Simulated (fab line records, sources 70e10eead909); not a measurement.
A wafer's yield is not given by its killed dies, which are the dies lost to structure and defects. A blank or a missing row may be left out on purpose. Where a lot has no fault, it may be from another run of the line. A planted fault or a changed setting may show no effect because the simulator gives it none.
fab line records	flow nandHarc
[record] lots = 6	wafers = 18	lastDay = 24
route steps=1159 shown A_CHANNEL_HOLE_D1@484 A_CHANNEL_FILL_D1@490 END@1159
lots that met no fault: taken from a fault-free run of the same line
startH: the number of hours between the record's first day and the start of the first shown wafer of the lot	waitH: hours since the lot's step before	" as in the row above	L1.1+2: several wafers, shown together as one row	- no value, or no start given	* or withheld: withheld	< > ~ a bound
route shown NAME@n: names a module that has steps shown in the file, with the first one's number in the route	usual: mean/standard deviation taken from wafers without a fault	same: alike in all rows	chamber/n: place in a boat	sites: per-site readings	_std_site: how widely they spread, as a standard deviation	_edge_site: mean of outer sites minus mean of inner sites	radiusMm: how far each site lies from the wafer's centre	mask NAME#n: copy n	behind: the last tool/chamber to shape the wafer	hold: reason for holding the lot/hours on hold/outcome of the hold	device: the transistor (n, p or np) that didn't switch	end of line: the same wafers' tests at the end of the route	a step with no rows: only its recipe	killed: not the wafer's yield, but the dies lost to structure and defects at the first sort	map: dies across one wafer; x = killed, . = not, _ = none there
set.NAME: the setting as run; set.NAME@STEP: as run at that earlier step	model.NAME: the simulator's own value behind a step, which no gauge read
lots seen at some steps along the route; tables by step, rows by wafer
services: a tool's chamber out of use, with start hour (startH, from the record's first day; less than 0 if before it), hours out, and reason
[[steps]]
[step NHARC_A_CHANNEL_HOLE_D1_STRIP_27]
[recipe] o2FlowSccm = 500	arFlowSccm = 0	biasW = 0	chemistry = O2
[usual] drypumpMotorCurrentA = 5.7/0.47	oesProductAu = 0.998/0.0072	rfVppV = 57.7/0.93	showerheadPlenumPTorr = 3.46/0.14	throttleValvePct = 17.036/0.0095
lot.wafer	tool	chamber	startH	waitH	drypumpMotorCurrentA	oesProductAu	rfHoursCounterH	rfVppV	showerheadPlenumPTorr	throttleValvePct
L201.4	rieDiel-03	1	-	-	5.0	1.004	9	59.1	3.67	17.056
L201.5	"	3	"	"	6.1	1.006	-	57.6	3.59	17.049
L201.6	"	0	"	"	6.1	1.006	-	57.7	3.45	17.046
L205.3	rieDiel-06	2	-	-	5.9	1.000	10	56.7	3.31	17.052
L205.2	"	3	"	"	5.4	1.003	10	57.9	3.69	17.041
L205.6	"	2	"	"	5.9	1.008	-	58.2	3.31	17.034
L207.1	rieDiel-12	2	-	-	5.4	1.003	0	57.6	3.30	17.059
L207.5	"	2	"	"	5.4	1.009	-	58.1	3.30	17.042
L207.6	"	3	"	"	6.0	1.002	-	58.2	3.56	17.034
L213.1	rieDiel-03	0	-	-	6.1	1.003	3	57.2	3.45	17.046
L213.2	"	1	"	"	5.0	1.008	4	58.7	3.67	17.037
L213.5	"	3	"	"	6.1	0.998	-	57.5	3.58	17.019
L219.4	rieDiel-12	0	-	-	6.5	0.994	6	57.7	3.42	17.029
L219.3	"	1	"	"	5.2	0.991	6	58.4	3.57	17.042
L219.5	"	0	"	"	6.5	0.995	-	58.9	3.42	17.032
L222.2	rieDiel-06	1	-	-	5.2	1.010	4	56.0	3.32	17.057
L222.3	"	0	"	"	6.3	0.998	4	58.0	3.34	17.029
L222.5	"	0	"	"	6.3	0.996	-	56.4	3.34	17.036
[step NHARC_A_CHANNEL_HOLE_D1_PRECLEAN_28]
[recipe] timeS = *	tempC = 50	bathAgeMin = 0	chemistry = SC1
[step NHARC_A_CHANNEL_HOLE_D1_SRD_29]
[step NHARC_A_CHANNEL_HOLE_D1_CD_MEAS_30]
[usual] cdNm = 90.0/0.97
lot.wafer	tool	chamber	startH	waitH	cdNm
L201.4	cdSem-02	-	184.93	-	90.1
L201.5	"	-	"	"	90.3
L201.6	"	-	"	"	89.0
L205.2	cdSem-02	-	200.39	-	89.8
L205.3	"	-	"	"	90.5
L205.6	"	-	"	"	90.4
L207.1	cdSem-02	-	223.67	-	89.4
L207.5	"	-	"	"	89.5
L207.6	"	-	"	"	88.9
L213.1	cdSem-02	-	263.19	-	90.8
L213.2	"	-	"	"	91.8
L213.5	"	-	"	"	89.0
L219.3	cdSem-03	-	288.59	-	89.9
L219.4	"	-	"	"	89.9
L219.5	"	-	"	"	90.4
L222.2	cdSem-02	-	305.80	-	89.8
L222.3	"	-	"	"	89.7
L222.5	"	-	"	"	89.8
[step NHARC_A_CHANNEL_HOLE_D1_XSEM_31]
[recipe] landingEnergyEv = 35000
[usual] botCdNm = 74.8/1.2	bowNm = 8.70/0.27	tiltDeg = 0.08/0.032
lot.wafer	tool	chamber	startH	waitH	botCdNm	bowNm	tiltDeg
L201.4	xsem-02	0	185.03	0.1	75.0	9.29	0.06
L201.5	"	0	"	"	75.0	9.25	0.06
L201.6	"	0	"	"	73.5	9.30	0.06
L205.2	xsem-01	0	200.48	0.1	75.4	8.86	0.11
L205.3	"	0	"	"	75.6	8.81	0.11
L205.6	"	0	"	"	76.4	8.80	0.11
L207.1	xsem-02	0	223.77	0.1	74.1	8.77	0.09
L207.5	"	0	"	"	74.3	8.73	0.09
L207.6	"	0	"	"	74.7	8.65	0.09
L213.1	xsem-01	0	263.27	0.1	75.5	8.52	0.06
L213.2	"	0	"	"	77.8	8.49	0.06
L213.5	"	0	"	"	75.1	8.53	0.06
L219.3	xsem-01	0	288.68	0.1	75.1	9.07	0.02
L219.4	"	0	"	"	75.3	9.09	0.02
L219.5	"	0	"	"	75.1	9.11	0.02
L222.2	xsem-01	0	305.88	0.1	75.9	8.41	0.04
L222.3	"	0	"	"	75.7	8.42	0.04
L222.5	"	0	"	"	76.3	8.45	0.04
[step NHARC_A_CHANNEL_HOLE_D1_INSPECT_40]
[usual] rawDefectCount = 61/17
lot.wafer	tool	chamber	startH	waitH	rawDefectCount
L201.4	defectInspect-01	-	185.12	-	51
L201.5	"	-	"	"	86
L201.6	"	-	"	"	76
L205.2	defectInspect-02	-	200.57	-	41
L205.3	"	-	"	"	42
L205.6	"	-	"	"	34
L207.1	defectInspect-01	-	223.87	-	54
L207.5	"	-	"	"	67
L207.6	"	-	"	"	64
L213.1	defectInspect-02	-	263.37	-	71
L213.2	"	-	"	"	68
L213.5	"	-	"	"	88
L219.3	defectInspect-02	-	288.77	-	83
L219.4	"	-	"	"	75
L219.5	"	-	"	"	60
L222.2	defectInspect-01	-	305.98	-	51
L222.3	"	-	"	"	58
L222.5	"	-	"	"	52
[step NHARC_A_CHANNEL_FILL_D1_PRECLEAN_00]
[recipe] timeS = *	tempC = 50	bathAgeMin = 0	chemistry = SC1
[step NHARC_A_CHANNEL_FILL_D1_SRD_01]
[step NHARC_A_CHANNEL_FILL_D1_ALD_02]
[recipe] targetThkA = 60	pulseTimeS = 10	aldCycles = 60	tempC = 300	material = SiO2
[usual] aldCycles = 60/0	heaterPowerW = 481/39	precursorPulseHeightRel = 1.000/0.02
lot.wafer	tool	chamber	startH	waitH	aldCycles	heaterPowerW	precursorPulseHeightRel
L201.4	aldHk-03	0	185.53	-	60	409	0.999
L201.6	"	1	"	"	60	437	1.012
L201.5	"	2	"	"	60	499	1.012
L205.2	aldHk-02	3	200.83	-	60	550	1.034
L205.3	"	1	"	"	60	477	1.002
L205.6	"	3	"	"	60	524	0.994
L207.1	aldHk-04	1	224.21	-	60	469	1.007
L207.5	"	3	"	"	60	549	1.009
L207.6	"	0	"	"	60	486	0.992
L213.2	aldHk-03	3	263.57	-	60	477	0.976
L213.1	"	0	"	"	60	420	0.992
L213.5	"	0	"	"	60	415	0.994
L219.4	aldHk-03	0	289.04	-	60	398	1.012
L219.3	"	2	"	"	60	498	0.977
L219.5	"	3	"	"	60	481	1.026
L222.2	aldHk-04	2	306.27	-	60	500	0.991
L222.3	"	3	"	"	60	543	0.986
L222.5	"	2	"	"	60	493	0.992
[step NHARC_A_CHANNEL_FILL_D1_ALD_03]
[recipe] targetThkA = 60	pulseTimeS = 60	aldCycles = 58	tempC = 630	pressureTorr = 2	material = SiNx
[step NHARC_A_CHANNEL_FILL_D1_ALD_14]
[recipe] targetThkA = 25	pulseTimeS = 10	aldCycles = 25	tempC = 300	material = SiO2
[usual] aldCycles = 25/0	heaterPowerW = 482/42	precursorPulseHeightRel = 1.002/0.02
lot.wafer	tool	chamber	startH	waitH	aldCycles	heaterPowerW	precursorPulseHeightRel
L201.4	aldHk-03	0	192.90	0.6	25	417	1.014
L201.6	"	0	"	"	25	415	1.018
L201.5	"	1	"	"	25	427	0.993
L205.3	aldHk-04	1	207.80	0.1	25	460	0.964
L205.2	"	3	"	"	25	553	1.009
L205.6	"	1	"	"	25	463	1.013
L207.1	aldHk-04	1	230.56	0.2	25	459	1.011
L207.5	"	2	"	"	25	484	1.017
L207.6	"	3	"	"	25	555	0.975
L213.1	aldHk-04	2	270.58	0.3	25	498	0.969
L213.2	"	1	"	"	25	456	1.022
L213.5	"	2	"	"	25	484	0.984
L219.4	aldHk-03	1	295.98	0.0	25	440	0.982
L219.3	"	2	"	"	25	498	1.007
L219.5	"	1	"	"	25	448	1.022
L222.3	aldHk-02	3	313.14	0.0	25	503	0.993
L222.2	"	0	"	"	25	410	0.984
L222.5	"	0	"	"	25	403	0.968
[step NHARC_A_CHANNEL_FILL_D1_ALD_15]
[recipe] targetThkA = 20	pulseTimeS = 60	aldCycles = 19	tempC = 630	pressureTorr = 2	material = SiNx
[usual] aldCycles = 19/0	chamberPressureTorr = 2.000/0.0043	precursorPulseHeightRel = 1.000/0.02
lot.wafer	tool	chamber	startH	waitH	aldCycles	chamberPressureTorr	precursorPulseHeightRel
L201.4	aldSinBatch-01	0	-	-	19	2.006	1.017
L201.5	"	0	"	"	19	2.006	1.003
L201.6	"	0	"	"	19	2.007	1.014
L205.2	aldSinBatch-02	0	-	-	19	2.002	0.967
L205.3	"	0	"	"	19	1.997	0.999
L205.6	"	0	"	"	19	1.995	1.019
L207.1	aldSinBatch-02	0	-	-	19	1.996	0.988
L207.5	"	0	"	"	19	1.991	0.987
L207.6	"	0	"	"	19	1.990	1.002
L213.1	aldSinBatch-01	0	-	-	19	2.006	0.975
L213.2	"	0	"	"	19	1.998	1.015
L213.5	"	0	"	"	19	2.004	0.986
L219.3	aldSinBatch-02	0	-	-	19	2.001	0.990
L219.4	"	0	"	"	19	1.997	0.996
L219.5	"	0	"	"	19	2.000	1.032
L222.2	aldSinBatch-02	0	-	-	19	2.003	0.978
L222.3	"	0	"	"	19	1.997	0.964
L222.5	"	0	"	"	19	1.998	0.990
[step NHARC_A_CHANNEL_FILL_D1_ALD_16]
[recipe] targetThkA = 15	pulseTimeS = 10	aldCycles = 15	tempC = 300	material = SiO2
[usual] aldCycles = 15/0	heaterPowerW = 480/40	precursorPulseHeightRel = 1.000/0.019
lot.wafer	tool	chamber	startH	waitH	aldCycles	heaterPowerW	precursorPulseHeightRel
L201.4	aldHk-04	1	198.17	0.1	15	456	1.021
L201.6	"	2	"	"	15	483	0.983
L201.5	"	3	"	"	15	567	0.969
L205.2	aldHk-02	0	214.81	1.9	15	449	0.997
L205.3	"	1	"	"	15	472	1.028
L205.6	"	0	"	"	15	443	1.027
L207.1	aldHk-03	3	235.70	0.1	15	478	1.035
L207.6	"	1	"	"	15	444	1.046
L207.5	"	2	"	"	15	513	1.014
L213.1	aldHk-03	1	275.53	0.0	15	437	1.004
L213.2	"	3	"	"	17	489	1.010
L213.5	"	1	"	"	15	431	0.994
L219.3	aldHk-03	3	301.21	0.1	15	476	1.002
L219.4	"	0	"	"	17	413	0.963
L219.5	"	3	"	"	15	492	0.985
L222.2	aldHk-02	1	318.35	0.1	15	500	0.985
L222.3	"	2	"	"	15	485	0.991
L222.5	"	2	"	"	15	478	1.012
[step NHARC_A_CHANNEL_FILL_D1_ANNEAL_17]
[recipe] tempC = 850	timeS = 1800
[step NHARC_END_SORT_01]
[recipe] tempC = 25
[usual] killedAtArray = 27/10	killedAtOther = 0.6/1	killedAtPeriphery = 3.4/2.7	killedDies = 31/9.7	killedOpen = 3.4/1.7	killedShort = 2.2/1.5
[same] grossDies = 677
lot.wafer	tool	chamber	startH	waitH	killedAtArray	killedAtOther	killedAtPeriphery	killedDies	killedOpen	killedShort
L201.4	prober-01	0	430.94	3.4	39	3	2	44	6	1
L201.5	prober-01	0	431.74	3.7	34	2	1	37	1	3
L201.6	prober-01	0	432.55	4.0	33	0	5	38	4	4
L205.2	prober-01	0	466.72	2.8	24	1	2	27	2	3
L205.3	prober-01	0	467.52	3.1	28	0	7	35	3	2
L205.6	prober-01	0	469.91	4.0	23	1	2	26	3	2
L207.1	prober-01	0	473.71	2.5	26	0	1	27	4	0
L207.5	prober-01	0	476.93	3.7	36	0	0	36	5	0
L207.6	prober-01	0	477.74	4.0	28	0	3	31	0	1
// killed by level:class
L201.4 A_CHANNEL_HOLE_D1:chamberFilmFlake=15 A_SLIT:chamberFilmFlake=8 A_STAIRCASE:chamberFilmFlake=4 A_SGD_CUT:chamberFilmFlake=3 THIN_TSV:chamberFilmFlake=3 A_WL_FILL:geometricParticle:open=2 A_M0:geometricParticle:open=2 A_CONTACT:chamberFilmFlake=2
L201.5 A_CHANNEL_HOLE_D1:chamberFilmFlake=12 A_SLIT:chamberFilmFlake=9 A_SGD_CUT:chamberFilmFlake=4 A_CONTACT:chamberFilmFlake=3 THIN_TSV:chamberFilmFlake=2 A_SOURCE_PLATE:geometricParticle:short=1 A_ONON_D1:geometricParticle:short=1 A_CONTACT:geometricParticle:open=1
L201.6 A_CHANNEL_HOLE_D1:chamberFilmFlake=13 A_SLIT:chamberFilmFlake=7 A_CONTACT:geometricParticle:short=2 P_STI:chamberFilmFlake=2 A_ZERO_WELL:chamberFilmFlake=2 A_SGD_CUT:chamberFilmFlake=2 P_GATE:geometricParticle:open=1 P_M1:geometricParticle:open=1
L205.2 A_SLIT:chamberFilmFlake=7 A_WL_FILL:chamberFilmFlake=6 A_STAIRCASE:chamberFilmFlake=3 A_CHANNEL_HOLE_D1:chamberFilmFlake=2 A_M0:chamberFilmFlake=2 P_CONTACT:geometricParticle:short=1 A_CHANNEL_FILL_D1:geometricParticle:open=1 A_CONTACT:geometricParticle:short=1
L205.3 A_SLIT:chamberFilmFlake=13 A_STAIRCASE:chamberFilmFlake=6 A_WL_FILL:chamberFilmFlake=4 A_CHANNEL_HOLE_D1:chamberFilmFlake=2 P_GATE:geometricParticle:open=1 P_M0:geometricParticle:open=1 P_M1:geometricParticle:short=1 A_WL_FILL:geometricParticle:short=1
L205.6 A_STAIRCASE:chamberFilmFlake=7 A_SLIT:chamberFilmFlake=7 P_GATE:geometricParticle:open=1 A_ONON_D1:geometricParticle:short=1 A_CHANNEL_HOLE_D1:geometricParticle:short=1 A_CHANNEL_FILL_D1:geometricParticle:open=1 A_M0:geometricParticle:open=1 P_CONTACT:chamberFilmFlake=1
L207.1 A_CHANNEL_HOLE_D1:chamberFilmFlake=12 A_SLIT:chamberFilmFlake=7 A_STAIRCASE:chamberFilmFlake=4 A_CONTACT:geometricParticle:open=3 P_CONTACT:geometricParticle:open=1
L207.5 A_CHANNEL_HOLE_D1:chamberFilmFlake=16 A_SLIT:chamberFilmFlake=8 A_STAIRCASE:chamberFilmFlake=4 A_CONTACT:chamberFilmFlake=3 A_SOURCE_PLATE:geometricParticle:open=1 A_CONTACT:geometricParticle:open=1 A_BLC:geometricParticle:open=1 A_M0:geometricParticle:open=1
L207.6 A_CHANNEL_HOLE_D1:chamberFilmFlake=14 A_SLIT:chamberFilmFlake=9 A_CONTACT:chamberFilmFlake=3 A_STAIRCASE:chamberFilmFlake=2 P_CONTACT:geometricParticle:short=1 P_STI:chamberFilmFlake=1 P_M1:chamberFilmFlake=1
[[services]]
tool	chamber	startH	hours	kind
rieDiel-06	-	176.75	0.8	repair
aldHk-04	-	186.00	10.0	pm
aldHk-04	0	186.00	10.0	ventCycle
aldHk-04	1	186.00	10.0	ventCycle
aldHk-04	2	186.00	10.0	ventCycle
aldHk-04	3	186.00	10.0	ventCycle
aldHk-04	0	196.00	-	clean
aldHk-04	1	196.00	-	clean
aldHk-04	2	196.00	-	clean
aldHk-04	3	196.00	-	clean
aldSinBatch-01	-	198.55	23.3	repair
rieDiel-06	1	201.22	9.3	repair
rieDiel-12	-	202.40	9.0	pm
rieDiel-12	2	213.05	9.5	repair
rieDiel-03	-	215.40	9.0	pm
rieDiel-06	3	231.52	7.3	repair
rieDiel-06	-	241.25	9.0	pm
rieDiel-06	3	264.93	7.9	repair
aldHk-02	-	280.00	10.0	pm
aldHk-02	0	280.00	10.0	ventCycle
aldHk-02	1	280.00	10.0	ventCycle
rieDiel-12	3	294.69	9.0	repair
xsem-02	-	302.00	14.0	pm
rieDiel-06	2	303.47	4.4	repair
[[key]]
[firstSign] step = NHARC_A_CHANNEL_FILL_D1_ALD_16	reading = aldCycles	direction = up	sigmas = 99+	usual = 15	struck = 17
effect none on later readings
metAt NHARC_A_CHANNEL_FILL_D1_ALD_16
struckWafers L213.2,L219.4
testerLeftOut L213,L219
onsetBetween 235.70 275.53
[fault] kind = processParameterDrift	tool = aldHk-03	chamber = -	onsetH = 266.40	steps = NHARC_A_CHANNEL_FILL_D1_ALD_16	channel = aldCycles	offset = 2	shape = step	endH = 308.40	scope = struckWafersOnly	actsIn = theseRecipesOnly	stated = 15
// testerLeftOut: of these lots the tester's yield and bins aren't shown, on N5 and GAA mostly nor the transistor test; their killed dies are dies lost to structure and defects alone, not to doping, threshold or leakage, so they don't give the yield
